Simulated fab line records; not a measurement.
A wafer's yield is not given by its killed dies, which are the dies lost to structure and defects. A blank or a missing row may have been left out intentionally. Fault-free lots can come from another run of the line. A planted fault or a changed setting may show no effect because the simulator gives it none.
What tool caused it? / flow n5Finfet / 24 lots, 72 wafers sampled, at 5 steps of a route of 1938

== WHAT THE GAUGES SHOWED, per wafer ==
N5_BEOL_M7_CD_MEAS_18: pitch 80 nm, target cd 40 nm.
lot=L074; measured=day 9 00:31; on=cdSem-02; cdNm (nm)=40.5 39.3 39.5
lot=L075; measured=day 9 07:43; on=cdSem-01; cdNm (nm)=40.3 40.0 40.2
lot=L077; measured=day 9 23:26; on=cdSem-01; cdNm (nm)=40.3 41.3 40.1
lot=L076; measured=day 10 00:37; on=cdSem-02; cdNm (nm)=41.1 41.5 40.0
lot=L078; measured=day 10 03:16; on=cdSem-01; cdNm (nm)=39.8 39.8 39.3
lot=L079; measured=day 10 08:32; on=cdSem-03; cdNm (nm)=41.6 40.0 41.0
lot=L080; measured=day 10 17:00; on=cdSem-02; cdNm (nm)=40.2 40.3 40.2
lot=L081; measured=day 10 17:04; on=cdSem-02; cdNm (nm)=39.8 39.3 40.5
lot=L082; measured=day 10 17:20; on=cdSem-02; cdNm (nm)=41.3 40.7 41.5
lot=L083; measured=day 11 05:24; on=cdSem-02; cdNm (nm)=40.5 40.2 40.9
lot=L086; measured=day 12 04:56; on=cdSem-02; cdNm (nm)=40.2 40.3 40.9
lot=L084; measured=day 12 05:43; on=cdSem-02; cdNm (nm)=40.1 39.6 39.7
lot=L085; measured=day 12 09:21; on=cdSem-02; cdNm (nm)=40.6 40.7 40.9
lot=L088; measured=day 12 11:34; on=cdSem-02; cdNm (nm)=40.6 41.0 40.7
lot=L087; measured=day 12 12:07; on=cdSem-03; cdNm (nm)=39.2 40.1 39.3
lot=L089; measured=day 13 04:49; on=cdSem-02; cdNm (nm)=41.2 40.3 39.1
lot=L090; measured=day 13 05:01; on=cdSem-03; cdNm (nm)=40.3 40.5 41.4
lot=L092; measured=day 13 14:52; on=cdSem-02; cdNm (nm)=40.2 39.5 40.6
lot=L091; measured=day 13 17:14; on=cdSem-03; cdNm (nm)=41.1 41.5 41.0
lot=L094; measured=day 14 01:01; on=cdSem-02; cdNm (nm)=40.4 40.8 40.3
lot=L093; measured=day 14 02:30; on=cdSem-02; cdNm (nm)=40.7 40.9 40.3
lot=L096; measured=day 14 14:17; on=cdSem-02; cdNm (nm)=40.3 39.9 39.8
lot=L095; measured=day 14 14:28; on=cdSem-02; cdNm (nm)=41.0 39.5 39.9
lot=L097; measured=day 14 21:02; on=cdSem-02; cdNm (nm)=41.1 40.5 40.4

N5_BEOL_M8_OVL_MEAS_12.
lot=L074; measured=day 9 05:50; on=overlay-01; M8_OVL (nm)=-0.1 -0.4 -0.6
lot=L075; measured=day 9 14:58; on=overlay-02; M8_OVL (nm)=-0.7 -1.3 -0.6
lot=L077; measured=day 10 11:04; on=overlay-01; M8_OVL (nm)=1.2 1.0 1.4
lot=L076; measured=day 10 10:24; on=overlay-02; M8_OVL (nm)=0.9 0.5 0.1
lot=L078; measured=day 10 10:54; on=overlay-01; M8_OVL (nm)=-0.2 -0.4 0.2
lot=L079; measured=day 10 16:35; on=overlay-01; M8_OVL (nm)=0.7 0.1 0.3
lot=L080; measured=day 11 00:55; on=overlay-01; M8_OVL (nm)=-0.4 0.4 1.0
lot=L081; measured=day 11 00:46; on=overlay-01; M8_OVL (nm)=-0.3 0.2 0.4
lot=L082; measured=day 11 01:17; on=overlay-02; M8_OVL (nm)=1.3 1.7 1.2
lot=L083; measured=day 11 14:01; on=overlay-01; M8_OVL (nm)=1.2 -0.3 0.2
lot=L086; measured=day 12 11:22; on=overlay-02; M8_OVL (nm)=-0.7 0.2 0.6
lot=L084; measured=day 12 16:25; on=overlay-01; M8_OVL (nm)=0.3 0.6 0.1
lot=L085; measured=day 12 18:20; on=overlay-02; M8_OVL (nm)=-1.1 -0.8 -1.6
lot=L088; measured=day 12 20:57; on=overlay-01; M8_OVL (nm)=0.8 1.7 1.4
lot=L087; measured=day 12 21:07; on=overlay-01; M8_OVL (nm)=0.9 1.2 1.0
lot=L089; measured=day 13 13:59; on=overlay-02; M8_OVL (nm)=-1.4 0.8 0.5
lot=L090; measured=day 13 14:33; on=overlay-02; M8_OVL (nm)=0.2 -1.1 -0.4
lot=L092; measured=day 13 21:02; on=overlay-01; M8_OVL (nm)=0.7 0.0 -0.7
lot=L091; measured=day 14 00:47; on=overlay-01; M8_OVL (nm)=0.4 -1.0 -0.3
lot=L094; measured=day 14 07:11; on=overlay-01; M8_OVL (nm)=0.5 0.3 -0.6
lot=L093; measured=day 14 09:15; on=overlay-01; M8_OVL (nm)=-2.5 -1.1 -0.9
lot=L096; measured=day 14 21:26; on=overlay-02; M8_OVL (nm)=-0.7 -0.9 0.5
lot=L095; measured=day 15 02:23; on=overlay-01; M8_OVL (nm)=0.1 0.4 0.9
lot=L097; measured=day 15 08:04; on=overlay-02; M8_OVL (nm)=1.4 0.9 1.6

== TOOL THAT RAN EACH LOT (tool first, then ch and the chambers of the sampled wafers, then the start) ==
lot=L074; N5_BEOL_M7_ETCH_66=rieDiel-03 ch 0,1,2, day 9 01:01; N5_BEOL_M7_STRIP_36=rieDiel-03 ch 0,1,2, day 9 01:10; N5_BEOL_M8_CURE_74=uvCure-03 ch 2, day 9 04:05
lot=L075; N5_BEOL_M7_ETCH_66=rieDiel-03 ch 1,2, day 9 08:38; N5_BEOL_M7_STRIP_36=rieDiel-03 ch 1,2, day 9 08:47; N5_BEOL_M8_CURE_74=uvCure-03 ch 0, day 9 11:51
lot=L077; N5_BEOL_M7_ETCH_66=rieDiel-03 ch 0,2, day 10 04:28; N5_BEOL_M7_STRIP_36=rieDiel-03 ch 0,2, day 10 04:37; N5_BEOL_M8_CURE_74=uvCure-03 ch 2, day 10 08:45
lot=L076; N5_BEOL_M7_ETCH_66=rieDiel-03 ch 0,1,3, day 10 04:04; N5_BEOL_M7_STRIP_36=rieDiel-03 ch 0,1,3, day 10 04:13; N5_BEOL_M8_CURE_74=uvCure-01 ch 1, day 10 08:05
lot=L078; N5_BEOL_M7_ETCH_66=rieDiel-04 ch 1,2,3, day 10 04:05; N5_BEOL_M7_STRIP_36=rieDiel-04 ch 1,2,3, day 10 04:14; N5_BEOL_M8_CURE_74=uvCure-01 ch 2, day 10 08:34
lot=L079; N5_BEOL_M7_ETCH_66=rieDiel-03 ch 1,2,3, day 10 10:59; N5_BEOL_M7_STRIP_36=rieDiel-03 ch 1,2,3, day 10 11:08; N5_BEOL_M8_CURE_74=uvCure-02 ch 0, day 10 14:26
lot=L080; N5_BEOL_M7_ETCH_66=rieDiel-04 ch 1,2, day 10 18:58; N5_BEOL_M7_STRIP_36=rieDiel-04 ch 1,2, day 10 19:07; N5_BEOL_M8_CURE_74=uvCure-01 ch 2, day 10 22:32
lot=L081; N5_BEOL_M7_ETCH_66=rieDiel-02 ch 0,2, day 10 18:54; N5_BEOL_M7_STRIP_36=rieDiel-02 ch 0,2, day 10 19:03; N5_BEOL_M8_CURE_74=uvCure-02 ch 0, day 10 22:14
lot=L082; N5_BEOL_M7_ETCH_66=rieDiel-03 ch 2,3, day 10 19:10; N5_BEOL_M7_STRIP_36=rieDiel-03 ch 2,3, day 10 19:19; N5_BEOL_M8_CURE_74=uvCure-03 ch 2, day 10 22:50
lot=L083; N5_BEOL_M7_ETCH_66=rieDiel-02 ch 0,1, day 11 06:40; N5_BEOL_M7_STRIP_36=rieDiel-02 ch 0,1, day 11 06:50; N5_BEOL_M8_CURE_74=uvCure-02 ch 2, day 11 10:01
lot=L086; N5_BEOL_M7_ETCH_66=rieDiel-03 ch 0,1,2, day 12 05:35; N5_BEOL_M7_STRIP_36=rieDiel-03 ch 0,1,2, day 12 05:44; N5_BEOL_M8_CURE_74=uvCure-02 ch 1, day 12 09:07
lot=L084; N5_BEOL_M7_ETCH_66=rieDiel-03 ch 2,3, day 12 06:46; N5_BEOL_M7_STRIP_36=rieDiel-03 ch 2,3, day 12 06:55; N5_BEOL_M8_CURE_74=uvCure-01 ch 2, day 12 11:07
lot=L085; N5_BEOL_M7_ETCH_66=rieDiel-03 ch 0,1,3, day 12 10:07; N5_BEOL_M7_STRIP_36=rieDiel-03 ch 0,1,3, day 12 10:17; N5_BEOL_M8_CURE_74=uvCure-01 ch 2, day 12 17:10
lot=L088; N5_BEOL_M7_ETCH_66=rieDiel-04 ch 0,2, day 12 15:31; N5_BEOL_M7_STRIP_36=rieDiel-04 ch 0,2, day 12 15:40; N5_BEOL_M8_CURE_74=uvCure-02 ch 0, day 12 18:38
lot=L087; N5_BEOL_M7_ETCH_66=rieDiel-02 ch 0,3, day 12 15:51; N5_BEOL_M7_STRIP_36=rieDiel-02 ch 0,3, day 12 16:01; N5_BEOL_M8_CURE_74=uvCure-01 ch 0, day 12 19:11
lot=L089; N5_BEOL_M7_ETCH_66=rieDiel-04 ch 0,1,3, day 13 08:13; N5_BEOL_M7_STRIP_36=rieDiel-04 ch 0,1,3, day 13 08:22; N5_BEOL_M8_CURE_74=uvCure-02 ch 0, day 13 11:34
lot=L090; N5_BEOL_M7_ETCH_66=rieDiel-02 ch 0,1,3, day 13 08:36; N5_BEOL_M7_STRIP_36=rieDiel-02 ch 0,1,3, day 13 08:45; N5_BEOL_M8_CURE_74=uvCure-03 ch 2, day 13 12:14
lot=L092; N5_BEOL_M7_ETCH_66=rieDiel-02 ch 0,2,3, day 13 15:23; N5_BEOL_M7_STRIP_36=rieDiel-02 ch 0,2,3, day 13 15:32; N5_BEOL_M8_CURE_74=uvCure-01 ch 1, day 13 18:43
lot=L091; N5_BEOL_M7_ETCH_66=rieDiel-03 ch 2,3, day 13 17:53; N5_BEOL_M7_STRIP_36=rieDiel-03 ch 2,3, day 13 18:02; N5_BEOL_M8_CURE_74=uvCure-03 ch 1, day 13 22:07
lot=L094; N5_BEOL_M7_ETCH_66=rieDiel-04 ch 1,2, day 14 01:32; N5_BEOL_M7_STRIP_36=rieDiel-04 ch 1,2, day 14 01:41; N5_BEOL_M8_CURE_74=uvCure-02 ch 0, day 14 05:34
lot=L093; N5_BEOL_M7_ETCH_66=rieDiel-04 ch 1,2,3, day 14 03:05; N5_BEOL_M7_STRIP_36=rieDiel-04 ch 1,2,3, day 14 03:14; N5_BEOL_M8_CURE_74=uvCure-03 ch 0, day 14 07:37
lot=L096; N5_BEOL_M7_ETCH_66=rieDiel-03 ch 2,3, day 14 16:10; N5_BEOL_M7_STRIP_36=rieDiel-03 ch 2,3, day 14 16:19; N5_BEOL_M8_CURE_74=uvCure-03 ch 0, day 14 19:23
lot=L095; N5_BEOL_M7_ETCH_66=rieDiel-03 ch 0,1,3, day 14 18:19; N5_BEOL_M7_STRIP_36=rieDiel-03 ch 0,1,3, day 14 18:28; N5_BEOL_M8_CURE_74=uvCure-01 ch 0, day 14 21:44
lot=L097; N5_BEOL_M7_ETCH_66=rieDiel-04 ch 0,1,3, day 15 01:38; N5_BEOL_M7_STRIP_36=rieDiel-04 ch 0,1,3, day 15 01:47; N5_BEOL_M8_CURE_74=uvCure-02 ch 0, day 15 04:52
- N5_BEOL_M7_ETCH_66: etches SOC in N2/H2, target depth 80 nm, overetch 16 nm, time 120 s.
- N5_BEOL_M7_STRIP_36: strips in N2/H2.
- N5_BEOL_M8_CURE_74: cures SiCOH lowk, time 240 s.

== WHAT THE TOOLS THEMSELVES READ (means of the sampled wafers that have a number; where no wafer has one, the mark that the record gives instead) ==
N5_BEOL_M7_ETCH_66.
lot=L074; tool=rieDiel-03; drypumpMotorCurrentA (A)=5.9; oesProductAu (a.u.)=0.54; rfVppV (V)=522.1; showerheadPlenumPTorr (Torr)=2.48; throttleValvePct (%)=17.86
lot=L075; tool=rieDiel-03; drypumpMotorCurrentA (A)=5.7; oesProductAu (a.u.)=0.55; rfVppV (V)=523.0; showerheadPlenumPTorr (Torr)=2.53; throttleValvePct (%)=17.82
lot=L077; tool=rieDiel-03; drypumpMotorCurrentA (A)=5.5; oesProductAu (a.u.)=0.54; rfVppV (V)=522.2; showerheadPlenumPTorr (Torr)=2.48; throttleValvePct (%)=17.86
lot=L076; tool=rieDiel-03; drypumpMotorCurrentA (A)=5.9; oesProductAu (a.u.)=0.54; rfVppV (V)=521.7; showerheadPlenumPTorr (Torr)=2.44; throttleValvePct (%)=17.90
lot=L078; tool=rieDiel-04; drypumpMotorCurrentA (A)=5.8; oesProductAu (a.u.)=0.55; rfVppV (V)=525.0; showerheadPlenumPTorr (Torr)=2.60; throttleValvePct (%)=17.78
lot=L079; tool=rieDiel-03; drypumpMotorCurrentA (A)=5.7; oesProductAu (a.u.)=0.55; rfVppV (V)=523.0; showerheadPlenumPTorr (Torr)=2.49; throttleValvePct (%)=17.86
lot=L080; tool=rieDiel-04; drypumpMotorCurrentA (A)=5.9; oesProductAu (a.u.)=0.55; rfVppV (V)=525.5; showerheadPlenumPTorr (Torr)=2.60; throttleValvePct (%)=17.88
lot=L081; tool=rieDiel-02; drypumpMotorCurrentA (A)=5.5; oesProductAu (a.u.)=0.59; rfVppV (V)=526.4; showerheadPlenumPTorr (Torr)=2.62; throttleValvePct (%)=17.71
lot=L082; tool=rieDiel-03; drypumpMotorCurrentA (A)=5.3; oesProductAu (a.u.)=0.55; rfVppV (V)=521.9; showerheadPlenumPTorr (Torr)=2.44; throttleValvePct (%)=17.88
lot=L083; tool=rieDiel-02; drypumpMotorCurrentA (A)=5.8; oesProductAu (a.u.)=0.58; rfVppV (V)=523.2; showerheadPlenumPTorr (Torr)=2.51; throttleValvePct (%)=17.74
lot=L086; tool=rieDiel-03; drypumpMotorCurrentA (A)=5.9; oesProductAu (a.u.)=0.60; rfVppV (V)=524.4; showerheadPlenumPTorr (Torr)=2.58; throttleValvePct (%)=17.75
lot=L084; tool=rieDiel-03; drypumpMotorCurrentA (A)=5.3; oesProductAu (a.u.)=0.54; rfVppV (V)=522.3; showerheadPlenumPTorr (Torr)=2.48; throttleValvePct (%)=17.87
lot=L085; tool=rieDiel-03; drypumpMotorCurrentA (A)=5.9; oesProductAu (a.u.)=0.60; rfVppV (V)=523.9; showerheadPlenumPTorr (Torr)=2.54; throttleValvePct (%)=17.78
lot=L088; tool=rieDiel-04; drypumpMotorCurrentA (A)=6.0; oesProductAu (a.u.)=0.54; rfVppV (V)=520.8; showerheadPlenumPTorr (Torr)=2.43; throttleValvePct (%)=17.97
lot=L087; tool=rieDiel-02; drypumpMotorCurrentA (A)=6.1; oesProductAu (a.u.)=0.66; rfVppV (V)=526.3; showerheadPlenumPTorr (Torr)=2.61; throttleValvePct (%)=17.64
lot=L089; tool=rieDiel-04; drypumpMotorCurrentA (A)=6.1; oesProductAu (a.u.)=0.53; rfVppV (V)=524.4; showerheadPlenumPTorr (Torr)=2.54; throttleValvePct (%)=17.91
lot=L090; tool=rieDiel-02; drypumpMotorCurrentA (A)=6.0; oesProductAu (a.u.)=0.61; rfVppV (V)=524.7; showerheadPlenumPTorr (Torr)=2.56; throttleValvePct (%)=17.70
lot=L092; tool=rieDiel-02; drypumpMotorCurrentA (A)=5.9; oesProductAu (a.u.)=0.61; rfVppV (V)=525.2; showerheadPlenumPTorr (Torr)=2.59; throttleValvePct (%)=17.70
lot=L091; tool=rieDiel-03; drypumpMotorCurrentA (A)=5.3; oesProductAu (a.u.)=0.54; rfVppV (V)=522.0; showerheadPlenumPTorr (Torr)=2.47; throttleValvePct (%)=17.90
lot=L094; tool=rieDiel-04; drypumpMotorCurrentA (A)=5.8; oesProductAu (a.u.)=0.54; rfVppV (V)=525.6; showerheadPlenumPTorr (Torr)=2.59; throttleValvePct (%)=17.92
lot=L093; tool=rieDiel-04; drypumpMotorCurrentA (A)=5.8; oesProductAu (a.u.)=0.54; rfVppV (V)=525.3; showerheadPlenumPTorr (Torr)=2.58; throttleValvePct (%)=17.83
lot=L096; tool=rieDiel-03; drypumpMotorCurrentA (A)=5.3; oesProductAu (a.u.)=0.54; rfVppV (V)=521.3; showerheadPlenumPTorr (Torr)=2.43; throttleValvePct (%)=17.94
lot=L095; tool=rieDiel-03; drypumpMotorCurrentA (A)=5.9; oesProductAu (a.u.)=0.58; rfVppV (V)=523.5; showerheadPlenumPTorr (Torr)=2.53; throttleValvePct (%)=17.79
lot=L097; tool=rieDiel-04; drypumpMotorCurrentA (A)=6.1; oesProductAu (a.u.)=0.60; rfVppV (V)=525.8; showerheadPlenumPTorr (Torr)=2.64; throttleValvePct (%)=17.79

N5_BEOL_M7_STRIP_36.
lot=L074; tool=rieDiel-03; drypumpMotorCurrentA (A)=5.9; oesProductAu (a.u.)=0.70; rfVppV (V)=58.6; showerheadPlenumPTorr (Torr)=2.48; throttleValvePct (%)=23.63
lot=L075; tool=rieDiel-03; drypumpMotorCurrentA (A)=5.7; oesProductAu (a.u.)=0.72; rfVppV (V)=60.0; showerheadPlenumPTorr (Torr)=2.53; throttleValvePct (%)=23.65
lot=L077; tool=rieDiel-03; drypumpMotorCurrentA (A)=5.5; oesProductAu (a.u.)=0.71; rfVppV (V)=58.8; showerheadPlenumPTorr (Torr)=2.48; throttleValvePct (%)=23.73
lot=L076; tool=rieDiel-03; drypumpMotorCurrentA (A)=5.9; oesProductAu (a.u.)=0.70; rfVppV (V)=59.9; showerheadPlenumPTorr (Torr)=2.43; throttleValvePct (%)=23.62
lot=L078; tool=rieDiel-04; drypumpMotorCurrentA (A)=5.8; oesProductAu (a.u.)=0.72; rfVppV (V)=59.8; showerheadPlenumPTorr (Torr)=2.59; throttleValvePct (%)=23.50
lot=L079; tool=rieDiel-03; drypumpMotorCurrentA (A)=5.7; oesProductAu (a.u.)=0.71; rfVppV (V)=58.8; showerheadPlenumPTorr (Torr)=2.48; throttleValvePct (%)=23.64
lot=L080; tool=rieDiel-04; drypumpMotorCurrentA (A)=5.8; oesProductAu (a.u.)=0.72; rfVppV (V)=58.6; showerheadPlenumPTorr (Torr)=2.59; throttleValvePct (%)=23.66
lot=L081; tool=rieDiel-02; drypumpMotorCurrentA (A)=5.5; oesProductAu (a.u.)=0.76; rfVppV (V)=59.5; showerheadPlenumPTorr (Torr)=2.61; throttleValvePct (%)=23.47
lot=L082; tool=rieDiel-03; drypumpMotorCurrentA (A)=5.3; oesProductAu (a.u.)=0.71; rfVppV (V)=59.6; showerheadPlenumPTorr (Torr)=2.44; throttleValvePct (%)=23.69
lot=L083; tool=rieDiel-02; drypumpMotorCurrentA (A)=5.8; oesProductAu (a.u.)=0.75; rfVppV (V)=58.7; showerheadPlenumPTorr (Torr)=2.50; throttleValvePct (%)=23.53
lot=L086; tool=rieDiel-03; drypumpMotorCurrentA (A)=5.9; oesProductAu (a.u.)=0.79; rfVppV (V)=59.9; showerheadPlenumPTorr (Torr)=2.58; throttleValvePct (%)=23.53
lot=L084; tool=rieDiel-03; drypumpMotorCurrentA (A)=5.3; oesProductAu (a.u.)=0.70; rfVppV (V)=59.4; showerheadPlenumPTorr (Torr)=2.48; throttleValvePct (%)=23.73
lot=L085; tool=rieDiel-03; drypumpMotorCurrentA (A)=5.9; oesProductAu (a.u.)=0.78; rfVppV (V)=59.5; showerheadPlenumPTorr (Torr)=2.54; throttleValvePct (%)=23.51
lot=L088; tool=rieDiel-04; drypumpMotorCurrentA (A)=6.0; oesProductAu (a.u.)=0.71; rfVppV (V)=58.0; showerheadPlenumPTorr (Torr)=2.43; throttleValvePct (%)=23.64
lot=L087; tool=rieDiel-02; drypumpMotorCurrentA (A)=6.1; oesProductAu (a.u.)=0.87; rfVppV (V)=59.5; showerheadPlenumPTorr (Torr)=2.61; throttleValvePct (%)=23.47
lot=L089; tool=rieDiel-04; drypumpMotorCurrentA (A)=6.1; oesProductAu (a.u.)=0.70; rfVppV (V)=58.4; showerheadPlenumPTorr (Torr)=2.54; throttleValvePct (%)=23.60
lot=L090; tool=rieDiel-02; drypumpMotorCurrentA (A)=6.0; oesProductAu (a.u.)=0.80; rfVppV (V)=57.7; showerheadPlenumPTorr (Torr)=2.55; throttleValvePct (%)=23.52
lot=L092; tool=rieDiel-02; drypumpMotorCurrentA (A)=6.0; oesProductAu (a.u.)=0.79; rfVppV (V)=59.4; showerheadPlenumPTorr (Torr)=2.58; throttleValvePct (%)=23.46
lot=L091; tool=rieDiel-03; drypumpMotorCurrentA (A)=5.3; oesProductAu (a.u.)=0.69; rfVppV (V)=57.5; showerheadPlenumPTorr (Torr)=2.47; throttleValvePct (%)=23.76
lot=L094; tool=rieDiel-04; drypumpMotorCurrentA (A)=5.8; oesProductAu (a.u.)=0.70; rfVppV (V)=60.2; showerheadPlenumPTorr (Torr)=2.59; throttleValvePct (%)=23.69
lot=L093; tool=rieDiel-04; drypumpMotorCurrentA (A)=5.9; oesProductAu (a.u.)=0.70; rfVppV (V)=60.9; showerheadPlenumPTorr (Torr)=2.58; throttleValvePct (%)=23.53
lot=L096; tool=rieDiel-03; drypumpMotorCurrentA (A)=5.3; oesProductAu (a.u.)=0.70; rfVppV (V)=58.0; showerheadPlenumPTorr (Torr)=2.43; throttleValvePct (%)=23.74
lot=L095; tool=rieDiel-03; drypumpMotorCurrentA (A)=5.9; oesProductAu (a.u.)=0.77; rfVppV (V)=59.0; showerheadPlenumPTorr (Torr)=2.53; throttleValvePct (%)=23.54
lot=L097; tool=rieDiel-04; drypumpMotorCurrentA (A)=6.1; oesProductAu (a.u.)=0.78; rfVppV (V)=60.3; showerheadPlenumPTorr (Torr)=2.64; throttleValvePct (%)=23.52

N5_BEOL_M8_CURE_74.
lot=L074; tool=uvCure-03; lampPowerPct (%)=52.44; wafer_temp_C_max=387.4
lot=L075; tool=uvCure-03; lampPowerPct (%)=52.24; wafer_temp_C_max=387.4
lot=L077; tool=uvCure-03; lampPowerPct (%)=52.30; wafer_temp_C_max=388.6
lot=L076; tool=uvCure-01; lampPowerPct (%)=52.32; wafer_temp_C_max=388.2
lot=L078; tool=uvCure-01; lampPowerPct (%)=52.39; wafer_temp_C_max=387.0
lot=L079; tool=uvCure-02; lampPowerPct (%)=52.25; wafer_temp_C_max=387.3
lot=L080; tool=uvCure-01; lampPowerPct (%)=52.29; wafer_temp_C_max=387.2
lot=L081; tool=uvCure-02; lampPowerPct (%)=52.38; wafer_temp_C_max=386.8
lot=L082; tool=uvCure-03; lampPowerPct (%)=52.31; wafer_temp_C_max=388.4
lot=L083; tool=uvCure-02; lampPowerPct (%)=52.29; wafer_temp_C_max=387.0
lot=L086; tool=uvCure-02; lampPowerPct (%)=52.33; wafer_temp_C_max=386.8
lot=L084; tool=uvCure-01; lampPowerPct (%)=52.27; wafer_temp_C_max=387.2
lot=L085; tool=uvCure-01; lampPowerPct (%)=52.34; wafer_temp_C_max=387.1
lot=L088; tool=uvCure-02; lampPowerPct (%)=52.32; wafer_temp_C_max=386.5
lot=L087; tool=uvCure-01; lampPowerPct (%)=52.29; wafer_temp_C_max=386.4
lot=L089; tool=uvCure-02; lampPowerPct (%)=52.35; wafer_temp_C_max=387.0
lot=L090; tool=uvCure-03; lampPowerPct (%)=52.30; wafer_temp_C_max=388.0
lot=L092; tool=uvCure-01; lampPowerPct (%)=52.25; wafer_temp_C_max=387.2
lot=L091; tool=uvCure-03; lampPowerPct (%)=52.28; wafer_temp_C_max=386.5
lot=L094; tool=uvCure-02; lampPowerPct (%)=52.34; wafer_temp_C_max=386.8
lot=L093; tool=uvCure-03; lampPowerPct (%)=52.32; wafer_temp_C_max=387.1
lot=L096; tool=uvCure-03; lampPowerPct (%)=52.28; wafer_temp_C_max=387.1
lot=L095; tool=uvCure-01; lampPowerPct (%)=52.31; wafer_temp_C_max=386.4
lot=L097; tool=uvCure-02; lampPowerPct (%)=52.33; wafer_temp_C_max=386.7

== THE ANSWER, worked out from the rows above alone ==
Rule: the usual values come from the lots themselves. The widest of any qualifying gaps counts: lots, ordered by their means at a reading, are off when they make up no more than a third of the lots, leave a main group of 4 or more, and stand apart from it by 3 or more times the standard deviation of that group's means. A main group is skipped when, at the precision printed for the reading in the tables above, its means are all equal. Also off: a lot with no number at a reading for which 4 or more lots have one. All remaining lots with rows at the step are treated as sound. After the gauges, taken in route order, come the tools' own readings; for these a lot's mean is taken, as printed above. At the first step where some lot is off, the reading lying furthest off is the one used; lots without a number count as furthest.
None of the lots is off at any reading shown; this tells nothing.

== WHAT THE SIMULATOR PUT IN ==
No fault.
